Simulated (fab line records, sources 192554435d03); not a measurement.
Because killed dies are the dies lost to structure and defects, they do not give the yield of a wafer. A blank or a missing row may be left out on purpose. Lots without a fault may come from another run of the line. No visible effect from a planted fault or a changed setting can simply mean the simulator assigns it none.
Lot-split experiment | flow n5Finfet | 21 wafers read across 7 lots, on a route 1938 steps long

## THE SPLIT ITSELF
At N5_SD_EPI_N_COAT_32 (time 60 s, resist thk 350 nm), the setting spinRpm was moved away from the recipe's 1500 rpm on 8 of the 21 wafers read, by -10.2% to +5.1%. This setting was run at the recipe's value on the other wafers.

Reading taken at the split's own step.

## THE READING
SOC_of_SD_EPI_N_COAT_32.thkNm (the simulator's own value, which no gauge read), in nm, at N5_SD_EPI_N_COAT_32 (time 60 s, resist thk 350 nm). The file gives no usual value for it. The 13 wafers here that ran the recipe average 350.0 nm, standard deviation 0.59 nm.

wafer  | tool, chamber at the split | spinRpm as run, rpm | against the recipe | SOC_of_SD_EPI_N_COAT_32.thkNm, nm | against lot-mates on the recipe
L077.1 | lithoTrack-04, 0           | 1500                | recipe             | 349.6                             | -
L077.4 | lithoTrack-04, 0           | 1500                | recipe             | 350.2                             | -
L077.5 | lithoTrack-04, 0           | 1500                | recipe             | 350                               | -
L081.1 | lithoTrack-03, 0           | 1500                | recipe             | 349.4                             | -
L081.2 | lithoTrack-03, 0           | 1575                | +5.0%              | 340.4                             | -9.0
L081.3 | lithoTrack-03, 0           | 1575                | +5.0%              | 340.8                             | -8.6
L083.1 | lithoTrack-02, 0           | 1577                | +5.1%              | 341.2                             | -8.6
L083.3 | lithoTrack-02, 0           | 1500                | recipe             | 350                               | -
L083.4 | lithoTrack-02, 0           | 1500                | recipe             | 349.6                             | -
L085.1 | lithoTrack-04, 0           | 1500                | recipe             | 350                               | -
L085.3 | lithoTrack-04, 0           | 1566                | +4.4%              | 340.8                             | -9.2
L085.4 | lithoTrack-04, 0           | 1566                | +4.4%              | 341.6                             | -8.4
L095.1 | lithoTrack-03, 0           | 1347                | -10.2%             | 369.6                             | +18.7
L095.5 | lithoTrack-03, 0           | 1500                | recipe             | 350                               | -
L095.6 | lithoTrack-03, 0           | 1500                | recipe             | 351.8                             | -
L096.1 | lithoTrack-03, 0           | 1500                | recipe             | 349.4                             | -
L096.2 | lithoTrack-03, 0           | 1416                | -5.6%              | 359.2                             | +9.4
L096.5 | lithoTrack-03, 0           | 1500                | recipe             | 350.2                             | -
L097.3 | lithoTrack-04, 0           | 1500                | recipe             | 350.4                             | -
L097.5 | lithoTrack-04, 0           | 1406                | -6.3%              | 361.8                             | +11.7
L097.6 | lithoTrack-04, 0           | 1500                | recipe             | 349.8                             | -

FIT RESULTS
A straight line over all 21 wafers: SOC_of_SD_EPI_N_COAT_32.thkNm changes by -1.87 nm for each +1% of spinRpm; r = -1.00; the points scatter about the line by 0.65 nm.
The same after taking each lot's own level away (the mean of its wafers on the recipe; 21 wafers): -1.82 nm for each +1%; r = -1.00; scatter 0.54 nm.
Per that fit: largest spinRpm move, reading shift of 19 nm.
From 349.40 to 350.90 nm: that is the span of the lots' own levels, equal to 2.5 times the standard deviation above.
Hence the lot-to-lot level has little effect on the slope; both slopes agree.
Check: +18.4 nm against its lot-mates is what the line predicts for one of the wafers moved furthest among these (-10.2%) when that wafer is left out of the fit. Against them it came out at +18.7 nm.

## OTHER SPLITS APPLIED TO THESE WAFERS
Note: prior to the reading, these wafers also went through further splits. Each is held against what the fit with the lots' levels taken away leaves over:
other split on the same wafers          | wafers away from the commonest value | r with SOC_of_SD_EPI_N_COAT_32.thkNm (lot level and that fit taken away)
N5_ZERO_LAYER_DEVELOP_10 developTimeS   | 8                                    | +0.12
N5_WELL_APT_COAT_02 spinRpm             | 8                                    | -0.13
N5_PMOS_HMC_CHANNEL_EPI_PEB_07 pebTimeS | 7                                    | -0.12
N5_FIN_SAQP_PEB_14 pebTimeS             | 6                                    | -0.12
N5_FIN_CUT_CUT_ETCH_15 timeS            | 10                                   | +0.32

## THE FILE'S OWN FIT
SOC_of_SD_EPI_N_COAT_32.thkNm changes by -1.81 nm for each +1% of spinRpm, r = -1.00.
